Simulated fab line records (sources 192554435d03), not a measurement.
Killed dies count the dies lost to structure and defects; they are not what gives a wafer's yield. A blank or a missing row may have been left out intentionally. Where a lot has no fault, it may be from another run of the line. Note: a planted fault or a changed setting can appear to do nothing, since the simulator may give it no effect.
fab line records	flow n5_finfet
record: lots: 7	wafers: 21
route steps=1938 shown WELL_APT@25 PMOS_HMC_CHANNEL_EPI@63 FIN_CUT@155 DUMMY_GATE@222 SD_EPI_N@267
start_h: hours from the record's opening day to when the first of the lot's shown wafers began	wait_h: hours since the lot's step before	" same as the row above	L1.1+2: a row that stands for several wafers	- no value, or no start given	* or withheld: withheld	< > ~ a bound
route shown NAME@n: a module of which the file shows steps, and the number in the route of the first	usual: mean/standard deviation of fault-free wafers	same: alike in all rows	chamber/n: place in a boat	sites: readings site by site	_std_site: their standard deviation	_edge_site: inner sites' mean taken away from outer sites' mean	radius_mm: for every site, how far away it sits from the centre of the wafer	mask NAME#n: copy n	behind: tool/chamber where the wafer was last shaped	hold: cause of the lot's hold/its duration in hours/its outcome	device: whichever transistor did not switch (one of n, p or np)	end of line: tests of these same wafers at the route's end	step lacking rows: just its recipe	killed: dies that structure and defects cost at the first sort, which is not the same as the wafer's yield	map: shows each die of a wafer: x if killed, . if not, _ if none is there
set.NAME: setting as actually run; set.NAME@STEP: the setting as run at that earlier step	model.NAME: the simulator's own value behind a step, which no gauge read
one table per step and one row per wafer, for lots whose settings were changed on purpose
== steps ==
step: N5_WELL_APT_PEB_06
recipe: peb_temp_c: 130	peb_time_s: 90
lot.wafer	tool	chamber	start_h	wait_h	set.peb_temp_c
L077.1+3+5	litho_track-04	0	31.57	0.1	130
L082.1+3	litho_track-03	0	61.75	0.1	130
L082.5	"	0	"	"	127.1
L087.2+3+5	litho_track-01	0	91.94	0.0	130
L092.3+4+6	litho_track-03	0	121.86	0.0	130
L094.1+3+4	litho_track-01	0	133.81	0.1	130
L095.1+2	litho_track-03	0	139.48	0.1	128.3
L095.3	"	0	"	"	130
L097.3	litho_track-01	0	151.45	0.0	127.5
L097.4+6	"	0	"	"	130
step: N5_WELL_APT_DEVELOP_07
recipe: develop_time_s: 45	rinse_liquid: surfactant_rinse	dry: air_spin	dev_temp_c: 21
step: N5_WELL_APT_HARDBAKE_12
recipe: temp_c: 130	time_s: 120
step: N5_WELL_APT_CD_MEAS_08
recipe: target_cd_nm: 200	landing_energy_ev: 500	detector: se_inlens
usual: cd_nm: 200.3/1.2
lot.wafer	tool	chamber	start_h	wait_h	set.peb_temp_c@WELL_APT_PEB_06	cd_nm
L077.1	cd_sem-02	0	31.68	-	130	200.9
L077.3	"	0	"	"	130	199.6
L077.5	"	0	"	"	130	200.8
L082.1	cd_sem-02	0	61.87	-	130	202.3
L082.3	"	0	"	"	130	200.2
L082.5	"	0	"	"	127.1	185.0
L087.2	cd_sem-01	0	92.06	-	130	200.0
L087.3	"	0	"	"	130	199.6
L087.5	"	0	"	"	130	199.2
L092.3	cd_sem-03	0	121.97	-	130	200.0
L092.4	"	0	"	"	130	198.1
L092.6	"	0	"	"	130	197.5
L094.1	cd_sem-03	0	133.92	-	130	199.6
L094.3	"	0	"	"	130	198.8
L094.4	"	0	"	"	130	199.5
L095.1	cd_sem-02	0	139.60	-	128.3	192.4
L095.2	"	0	"	"	128.3	190.3
L095.3	"	0	"	"	130	200.2
L097.3	cd_sem-01	0	151.56	-	127.5	185.8
L097.4	"	0	"	"	130	200.8
L097.6	"	0	"	"	130	201.0
step: N5_WELL_APT_DESCUM_13
recipe: chemistry: O2	time_s: 7.9	source_power_w: 50	bias_power_w: 20	pressure_mtorr: 20	rf_frequency_hz: 2.712e+07	temp_c: 40	o2_flow_sccm: 225
lot.wafer	tool	chamber	start_h	wait_h	set.peb_temp_c@WELL_APT_PEB_06	model.WELL_APT.cd_nm
L077.1	rie_diel-06	0	31.77	0.0	130	201
L077.3	"	1	"	"	130	199.6
L077.5	"	1	"	"	130	201.1
L082.1	rie_diel-06	3	61.95	0.0	130	202.7
L082.3	"	1	"	"	130	199.9
L082.5	"	0	"	"	127.1	184.9
L087.2	rie_diel-04	1	92.14	0.0	130	199.8
L087.3	"	0	"	"	130	199.5
L087.5	"	0	"	"	130	199.4
L092.3	rie_diel-03	3	122.09	0.1	130	199.6
L092.4	"	1	"	"	130	198.1
L092.6	"	1	"	"	130	197.6
L094.1	rie_diel-03	1	134.01	0.0	130	-
L094.3	"	0	"	"	130	198.9
L094.4	"	3	"	"	130	199.2
L095.1	rie_diel-06	0	139.96	0.3	128.3	192.3
L095.2	"	1	"	"	128.3	190.3
L095.3	"	2	"	"	130	200
L097.3	rie_diel-06	3	151.87	0.3	127.5	186.2
L097.4	"	2	"	"	130	201.1
L097.6	"	3	"	"	130	201.3
step: N5_PMOS_HMC_CHANNEL_EPI_PEB_07
recipe: peb_temp_c: 110	peb_time_s: 60	resist: CAR-ArF-block
lot.wafer	tool	chamber	start_h	wait_h	set.peb_time_s
L077.1+5	litho_track-05	0	35.24	0.1	71.57
L077.3	"	0	"	"	60
L082.1+3+5	litho_track-03	0	65.44	0.1	66.63
L087.2+5	litho_track-05	0	96.01	0.0	60
L087.3	"	0	"	"	66.2
L092.3+4+6	litho_track-03	0	125.79	0.0	60
L094.1+3+4	litho_track-02	0	137.26	0.1	60
L095.1	litho_track-02	0	143.15	0.1	54.18
L095.2+3	"	0	"	"	60
L097.3+4+6	litho_track-05	0	155.04	0.0	60
step: N5_PMOS_HMC_CHANNEL_EPI_DEVELOP_08
recipe: develop_time_s: 30	developer: TMAH	resist: CAR-ArF-block	dev_temp_c: 23	rinse_liquid: diw	dry: air_spin
lot.wafer	tool	chamber	start_h	wait_h	set.develop_time_s
L077.1+3+5	litho_track-05	0	-	-	30
L082.1	litho_track-03	0	-	-	30
L082.3+5	"	0	"	"	33.22
L087.2+3	litho_track-05	0	-	-	30
L087.5	"	0	"	"	34.2
L092.3+6	litho_track-03	0	-	-	27.65
L092.4	"	0	"	"	30
L094.1+3+4	litho_track-02	0	-	-	30
L095.1+2	litho_track-02	0	-	-	30
L095.3	"	0	"	"	35.98
L097.3+4	litho_track-05	0	-	-	30
L097.6	"	0	"	"	34.16
step: N5_PMOS_HMC_CHANNEL_EPI_CD_MEAS_09
recipe: target_cd_nm: 237.4	landing_energy_ev: 500	detector: se_inlens
usual: cd_nm: 237.1/0.68
lot.wafer	tool	chamber	start_h	wait_h	set.peb_time_s@PMOS_HMC_CHANNEL_EPI_PEB_07	cd_nm
L077.1	cd_sem-02	0	35.31	-	71.57	243.9
L077.3	"	0	"	"	60	236.6
L077.5	"	0	"	"	71.57	244.1
L082.1	cd_sem-02	0	65.51	-	66.63	240.1
L082.3	"	0	"	"	66.63	241.5
L082.5	"	0	"	"	66.63	242.8
L087.2	cd_sem-02	0	96.08	-	60	237.9
L087.3	"	0	"	"	66.2	242.3
L087.5	"	0	"	"	60	238.6
L092.3	cd_sem-03	0	125.86	-	60	236.5
L092.4	"	0	"	"	60	237.1
L092.6	"	0	"	"	60	236.9
L094.1	cd_sem-01	0	137.33	-	60	237.5
L094.3	"	0	"	"	60	236.9
L094.4	"	0	"	"	60	237.8
L095.1	cd_sem-03	0	143.22	-	54.18	233.2
L095.2	"	0	"	"	60	236.7
L095.3	"	0	"	"	60	238.2
L097.3	cd_sem-03	0	155.11	-	60	236.3
L097.4	"	0	"	"	60	237.0
L097.6	"	0	"	"	60	238.3
step: N5_PMOS_HMC_CHANNEL_EPI_DESCUM_14
recipe: chemistry: O2	time_s: 7.9	source_power_w: 50	bias_power_w: 20	pressure_mtorr: 20	rf_frequency_hz: 2.712e+07	temp_c: 40	resist: CAR-ArF-block	o2_flow_sccm: 225
lot.wafer	tool	chamber	start_h	wait_h	set.peb_time_s@PMOS_HMC_CHANNEL_EPI_PEB_07	model.PMOS_HMC_CHANNEL_EPI.cd_nm
L077.1+5	rie_diel-01	0,1	35.40	0.0	71.57	244.1
L077.3	"	1	"	"	60	236.5
L082.1	rie_diel-01	3	65.60	0.0	66.63	240.4
L082.3	"	1	"	"	66.63	241.4
L082.5	"	1	"	"	66.63	242.9
L087.2	rie_diel-02	1	96.16	0.0	60	237.6
L087.3	"	2	"	"	66.2	242.1
L087.5	"	0	"	"	60	238.7
L092.3	rie_diel-02	2	125.94	0.0	60	236.6
L092.4	"	3	"	"	60	237.4
L092.6	"	2	"	"	60	236.9
L094.1	rie_diel-02	2	137.74	0.4	60	237.5
L094.3	"	3	"	"	60	237.3
L094.4	"	0	"	"	60	237.6
L095.1	rie_diel-01	0	143.31	0.0	54.18	233.3
L095.2	"	1	"	"	60	236.7
L095.3	"	3	"	"	60	238.2
L097.3	rie_diel-05	0	155.19	0.0	60	236.6
L097.4	"	1	"	"	60	237.1
L097.6	"	1	"	"	60	238.3
step: N5_PMOS_HMC_CHANNEL_EPI_ETCH_32
recipe: chemistry: N2/H2	target: BARC	stop_on: SiO2	target_depth_a: 858	over_etch_frac: 0.3	time_s: 50.3	ion_energy_ev: 200	mask_material: CAR-ArF-block	pressure_mtorr: 30	source_w: 840	bias_w: 150	n2_flow_sccm: 200	h2_flow_sccm: 200
lot.wafer	tool	chamber	start_h	wait_h	set.peb_time_s@PMOS_HMC_CHANNEL_EPI_PEB_07	model.PMOS_HMC_CHANNEL_EPI.cd_nm
L077.1	rie_diel-01	0	35.43	0.0	71.57	246.6
L077.3	"	1	"	"	60	239.7
L077.5	"	1	"	"	71.57	247.2
L082.1	rie_diel-01	3	65.63	0.0	66.63	243.8
L082.3	"	1	"	"	66.63	244.1
L082.5	"	1	"	"	66.63	245.8
L087.2	rie_diel-02	1	96.20	0.0	60	240
L087.3	"	2	"	"	66.2	244.8
L087.5	"	0	"	"	60	241.4
L092.3	rie_diel-02	2	125.98	0.0	60	238.6
L092.4	"	3	"	"	60	240.4
L092.6	"	2	"	"	60	238.9
L094.1	rie_diel-02	2	137.78	0.0	60	239.1
L094.3	"	3	"	"	60	238.8
L094.4	"	0	"	"	60	239
L095.1	rie_diel-01	0	143.35	0.0	54.18	234.5
L095.2	"	1	"	"	60	239.6
L095.3	"	3	"	"	60	241
L097.3	rie_diel-05	0	155.23	0.0	60	239.6
L097.4	"	1	"	"	60	240.3
L097.6	"	1	"	"	60	241.2
step: N5_FIN_CUT_COAT_19
recipe: resist: SiARC	temp_c: 220	time_s: 60	spin_rpm: 1500	resist_thk_nm: 20
lot.wafer	tool	chamber	start_h	wait_h	set.spin_rpm	model.SiARC_of_FIN_CUT_COAT_19.thk_nm
L077.1+3+5	litho_track-03	0	-	-	1500	20
L082.1+3+5	litho_track-03	0	-	-	1500	20
L087.2+3+5	litho_track-02	0	-	-	1500	20
L092.3+4	litho_track-02	0	-	-	1500	20
L092.6	"	0	"	"	1596	19.4
L094.1+3+4	litho_track-02	0	-	-	1500	20
L095.1	litho_track-04	0	-	-	1500	20
L095.2	"	0	"	"	1420	20.6
L095.3	"	0	"	"	1420	20.4
L097.3+6	litho_track-04	0	-	-	1500	20
L097.4	"	0	"	"	1332	21.4
step: N5_FIN_CUT_COAT_29
recipe: resist: underlayer	temp_c: 205	time_s: 60	spin_rpm: 1500	resist_thk_nm: 10
step: N5_FIN_CUT_COAT_02
recipe: resist: CAR-EUV	spin_rpm: 1500	resist_thk_nm: 30
step: N5_FIN_CUT_DESCUM_13
recipe: chemistry: O2	time_s: 7	source_power_w: 50	bias_power_w: 20	pressure_mtorr: 20	rf_frequency_hz: 2.712e+07	temp_c: 40	resist: CAR-EUV	o2_flow_sccm: 225
step: N5_FIN_CUT_ETCH_30
recipe: chemistry: N2/H2	target: underlayer	target_depth_a: 130	mask_material: CAR-EUV	time_s: 10.4	ion_energy_ev: 200	pressure_mtorr: 30	source_w: 840	bias_w: 150	n2_flow_sccm: 200	h2_flow_sccm: 200	ends: cleared
step: N5_FIN_CUT_ETCH_20
recipe: chemistry: CF4	target: SiARC	target_depth_a: 260	mask_material: CAR-EUV	time_s: 43.3	ion_energy_ev: 80	pressure_mtorr: 40	source_w: 545	bias_w: 36	Ar_flow_sccm: 100	cf4_flow_sccm: 100	ends: cleared
usual: etch_rf_on_time_s: 43.0/0.81
lot.wafer	tool	chamber	start_h	wait_h	set.spin_rpm@FIN_CUT_COAT_19	etch_rf_on_time_s	model.etch.depth_nm
L077.1	rie_diel-01	2	44.48	0.0	1500	43.3	19.95
L077.3	"	0	"	"	1500	44.0	19.94
L077.5	"	0	"	"	1500	43.7	19.94
L082.1	rie_diel-01	3	74.89	0.0	1500	43.1	20.06
L082.3	"	2	"	"	1500	43.2	20
L082.5	"	3	"	"	1500	43.4	20.06
L087.2	rie_diel-01	3	107.21	0.0	1500	43.2	20.04
L087.3	"	1	"	"	1500	44.1	20.08
L087.5	"	1	"	"	1500	43.6	19.98
L092.3	rie_diel-01	0	136.03	0.0	1500	44.1	20.04
L092.4	"	3	"	"	1500	42.8	20.05
L092.6	"	2	"	"	1596	41.9	19.43
L094.1	rie_diel-05	1	147.33	0.0	1500	42.9	19.99
L094.3	"	3	"	"	1500	43.4	20.09
L094.4	"	2	"	"	1500	43.2	20.09
L095.1	rie_diel-05	2	153.41	0.0	1500	43.0	19.9
L095.2	"	3	"	"	1420	44.1	20.51
L095.3	"	1	"	"	1420	44.7	20.49
L097.3	rie_diel-02	0	164.42	0.0	1500	42.1	20.03
L097.4	"	1	"	"	1332	44.3	21.33
L097.6	"	1	"	"	1500	41.8	20.05
step: N5_DUMMY_GATE_COAT_34
recipe: resist: SOC	temp_c: 250	time_s: 60	spin_rpm: 1500	resist_thk_nm: 60
lot.wafer	tool	chamber	start_h	wait_h	set.spin_rpm	model.SOC_of_DUMMY_GATE_COAT_34.thk_nm
L077.1	litho_track-02	0	63.01	0.1	1632	57.8
L077.3	"	0	"	"	1500	60.2
L077.5	"	0	"	"	1632	57.6
L082.1+3	litho_track-05	0	94.73	0.0	1362	63
L082.5	"	0	"	"	1500	60
L087.2+3	litho_track-01	0	125.42	0.1	1643	57
L087.5	"	0	"	"	1500	59.6
L092.3	litho_track-05	0	153.79	0.0	1644	57
L092.4	"	0	"	"	1644	57.2
L092.6	"	0	"	"	1500	60
L094.1+3+4	litho_track-05	0	165.22	0.0	1500	59.8
L095.1+3	litho_track-05	0	176.97	0.0	1500	59.8
L095.2	"	0	"	"	1552	58.8
L097.3+6	litho_track-02	0	188.78	0.0	1630	57.8
L097.4	"	0	"	"	1500	60.2
step: N5_DUMMY_GATE_COAT_35
recipe: resist: SiARC	temp_c: 220	time_s: 60	spin_rpm: 1500	resist_thk_nm: 10
step: N5_DUMMY_GATE_COAT_28
recipe: resist: underlayer	temp_c: 205	time_s: 60	spin_rpm: 1500	resist_thk_nm: 10
step: N5_DUMMY_GATE_ETCH_29
recipe: chemistry: N2/H2	target: underlayer	target_depth_a: 130	ion_energy_ev: 200	pressure_mtorr: 30	source_w: 840	bias_w: 150	n2_flow_sccm: 200	h2_flow_sccm: 200
step: N5_DUMMY_GATE_ETCH_36
recipe: chemistry: CF4	target: SiARC	target_depth_a: 130	pressure_mtorr: 40	source_w: 545	bias_w: 36	Ar_flow_sccm: 100	cf4_flow_sccm: 100	ion_energy_ev: 80
step: N5_DUMMY_GATE_ETCH_37
recipe: chemistry: N2/H2	target: SOC	target_depth_a: 600	overetch_a: 300	temp_c: 40	ion_energy_ev: 200	pressure_mtorr: 30	source_w: 840	bias_w: 150	n2_flow_sccm: 200	h2_flow_sccm: 200
lot.wafer	tool	chamber	start_h	wait_h	set.spin_rpm@DUMMY_GATE_COAT_34	model.etch.depth_nm
L077.1	rie_diel-02	1	63.81	0.0	1632	57.73
L077.3	"	2	"	"	1500	60.22
L077.5	"	0	"	"	1632	57.63
L082.1	rie_diel-05	0	95.28	0.0	1362	63.05
L082.3	"	2	"	"	1362	63.08
L082.5	"	1	"	"	1500	59.98
L087.2	rie_diel-01	0	126.09	0.0	1643	57.02
L087.3	"	3	"	"	1643	56.95
L087.5	"	2	"	"	1500	59.6
L092.3	rie_diel-05	3	154.46	0.0	1644	57.09
L092.4	"	0	"	"	1644	57.25
L092.6	"	2	"	"	1500	59.92
L094.1	rie_diel-01	2	165.76	0.0	1500	59.71
L094.3+4	"	1,0	"	"	1500	59.8
L095.1	rie_diel-01	2	177.51	0.0	1500	59.89
L095.2	"	0	"	"	1552	58.85
L095.3	"	3	"	"	1500	59.85
L097.3	rie_diel-05	2	189.44	0.0	1630	57.72
L097.4	"	3	"	"	1500	60.11
L097.6	"	3	"	"	1630	57.71
step: N5_DUMMY_GATE_STRIP_38
recipe: chemistry: N2/H2	temp_c: 40	n2_flow_sccm: 200	h2_flow_sccm: 200	rf_frequency_hz: 6e+07
step: N5_DUMMY_GATE_STRIP_39
recipe: chemistry: N2/H2	temp_c: 40	n2_flow_sccm: 200	h2_flow_sccm: 200	rf_frequency_hz: 6e+07
step: N5_DUMMY_GATE_STRIP_40
recipe: chemistry: CF4	resist: SiARC	power_w: 300	bias_power_w: 75	pressure_mtorr: 50	cf4_flow_sccm: 150	rf_frequency_hz: 6e+07
step: N5_DUMMY_GATE_ETCH_31
recipe: chemistry: C4F6/O2	target: SiO2	mask_material: SOC	target_depth_a: 825	time_s: 27.5	ion_energy_ev: 250	pressure_mtorr: 30	source_w: 345	bias_w: 185	Ar_flow_sccm: 300	C4F6_flow_sccm: 10	O2_flow_sccm: 10
lot.wafer	tool	chamber	start_h	wait_h	set.spin_rpm@DUMMY_GATE_COAT_34	model.SOC_of_DUMMY_GATE_COAT_34.thk_nm
L077.1	rie_diel-05	3	64.08	0.0	1632	49.4
L077.3	"	2	"	"	1500	51.8
L077.5	"	2	"	"	1632	49.2
L082.1+3	rie_diel-02	2,1	95.56	0.0	1362	54.8
L082.5	"	0	"	"	1500	51.8
L087.2+3	rie_diel-02	0,2	126.37	0.0	1643	48.8
L087.5	"	3	"	"	1500	51.4
L092.3	rie_diel-02	0	154.73	0.0	1644	48.8
L092.4	"	3	"	"	1644	49
L092.6	"	0	"	"	1500	51.8
L094.1+3	rie_diel-02	3,0	166.14	0.1	1500	51.6
L094.4	"	2	"	"	1500	51.4
L095.1	rie_diel-02	0	177.79	0.0	1500	51.8
L095.2	"	2	"	"	1552	50.4
L095.3	"	3	"	"	1500	51.6
L097.3+6	rie_diel-05	0	189.72	0.0	1630	49.2
L097.4	"	1	"	"	1500	52
step: N5_SD_EPI_N_EXPOSE_06
recipe: mask_id: SD_N_BLK	na: 1.35	source_shape: conventional	sigma_outer: 0.8	polarization: unpolarized	target_cd_nm: 120	dose_mj: 39.75
lot.wafer	tool	chamber	start_h	wait_h	mask	set.dose_mj
L077.1+3	arfi_scanner-01	0	65.71	-	SD_N_BLK#0	40.95
L077.5	"	0	"	"	SD_N_BLK#0	39.75
L082.1+5	arfi_scanner-01	0	98.05	-	SD_N_BLK#0	41.68
L082.3	"	0	"	"	SD_N_BLK#0	39.75
L087.2+5	arfi_scanner-02	0	127.98	-	SD_N_BLK#0	39.75
L087.3	"	0	"	"	SD_N_BLK#0	42.06
L092.3+4+6	arfi_scanner-02	0	156.46	-	SD_N_BLK#0	39.75
L094.1+3+4	arfi_scanner-01	0	167.79	-	SD_N_BLK#0	39.75
L095.1	arfi_scanner-01	0	179.28	-	SD_N_BLK#0	39.75
L095.2+3	"	0	"	"	SD_N_BLK#0	38.15
L097.3	arfi_scanner-01	0	191.36	-	SD_N_BLK#0	39.75
L097.4+6	"	0	"	"	SD_N_BLK#0	36.79
step: N5_SD_EPI_N_PEB_07
recipe: peb_temp_c: 110	peb_time_s: 60	resist: CAR-ArF-block
step: N5_SD_EPI_N_DEVELOP_08
recipe: develop_time_s: 30	developer: TMAH	resist: CAR-ArF-block	dev_temp_c: 23	rinse_liquid: diw	dry: air_spin
step: N5_SD_EPI_N_CD_MEAS_09
recipe: target_cd_nm: 120	landing_energy_ev: 500	detector: se_inlens
usual: cd_nm: 120.1/0.49
lot.wafer	tool	chamber	start_h	wait_h	set.dose_mj@SD_EPI_N_EXPOSE_06	cd_nm
L077.1	cd_sem-01	0	65.84	-	40.95	121.9
L077.3	"	0	"	"	40.95	121.2
L077.5	"	0	"	"	39.75	119.7
L082.1	cd_sem-03	0	98.17	-	41.68	122.8
L082.3	"	0	"	"	39.75	119.0
L082.5	"	0	"	"	41.68	122.6
L087.2	cd_sem-01	0	128.10	-	39.75	120.1
L087.3	"	0	"	"	42.06	124.3
L087.5	"	0	"	"	39.75	120.8
L092.3	cd_sem-02	0	156.57	-	39.75	120.1
L092.4	"	0	"	"	39.75	120.2
L092.6	"	0	"	"	39.75	120.4
L094.1	cd_sem-01	0	167.91	-	39.75	120.5
L094.3	"	0	"	"	39.75	120.2
L094.4	"	0	"	"	39.75	120.7
L095.1	cd_sem-02	0	179.40	-	39.75	120.2
L095.2	"	0	"	"	38.15	117.0
L095.3	"	0	"	"	38.15	117.9
L097.3	cd_sem-01	0	191.48	-	39.75	120.6
L097.4	"	0	"	"	36.79	114.3
L097.6	"	0	"	"	36.79	116.0
== key ==
split: step: N5_WELL_APT_PEB_06	setting: peb_temp_c	stated: 130	by: wafer
response: step: N5_WELL_APT_CD_MEAS_08	reading: cd_nm	change: +7.4	per: 1%	r: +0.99
response: step: N5_WELL_APT_DESCUM_13	reading: model.WELL_APT.cd_nm	change: +7.42	per: 1%	r: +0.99
split: step: N5_PMOS_HMC_CHANNEL_EPI_PEB_07	setting: peb_time_s	stated: 60	by: wafer
response: step: N5_PMOS_HMC_CHANNEL_EPI_CD_MEAS_09	reading: cd_nm	change: +0.394	per: 1%	r: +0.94
response: step: N5_PMOS_HMC_CHANNEL_EPI_DESCUM_14	reading: model.PMOS_HMC_CHANNEL_EPI.cd_nm	change: +0.398	per: 1%	r: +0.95
response: step: N5_PMOS_HMC_CHANNEL_EPI_ETCH_32	reading: model.PMOS_HMC_CHANNEL_EPI.cd_nm	change: +0.412	per: 1%	r: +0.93
split: step: N5_PMOS_HMC_CHANNEL_EPI_DEVELOP_08	setting: develop_time_s	stated: 30	by: wafer
response none clear
split: step: N5_FIN_CUT_COAT_19	setting: spin_rpm	stated: 1500	by: wafer
response: step: N5_FIN_CUT_COAT_19	reading: model.SiARC_of_FIN_CUT_COAT_19.thk_nm	change: -0.114	per: 1%	r: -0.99
response: step: N5_FIN_CUT_ETCH_20	reading: etch_rf_on_time_s	change: *	per: 1%	r: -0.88
response: step: N5_FIN_CUT_ETCH_20	reading: model.etch.depth_nm	change: -0.11	per: 1%	r: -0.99
split: step: N5_DUMMY_GATE_COAT_34	setting: spin_rpm	stated: 1500	by: wafer
response: step: N5_DUMMY_GATE_COAT_34	reading: model.SOC_of_DUMMY_GATE_COAT_34.thk_nm	change: -0.293	per: 1%	r: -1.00
response: step: N5_DUMMY_GATE_ETCH_37	reading: model.etch.depth_nm	change: -0.292	per: 1%	r: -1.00
response: step: N5_DUMMY_GATE_ETCH_31	reading: model.SOC_of_DUMMY_GATE_COAT_34.thk_nm	change: -0.303	per: 1%	r: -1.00
split: step: N5_SD_EPI_N_EXPOSE_06	setting: dose_mj	stated: 39.75	by: wafer
response: step: N5_SD_EPI_N_CD_MEAS_09	reading: cd_nm	change: +0.704	per: 1%	r: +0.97
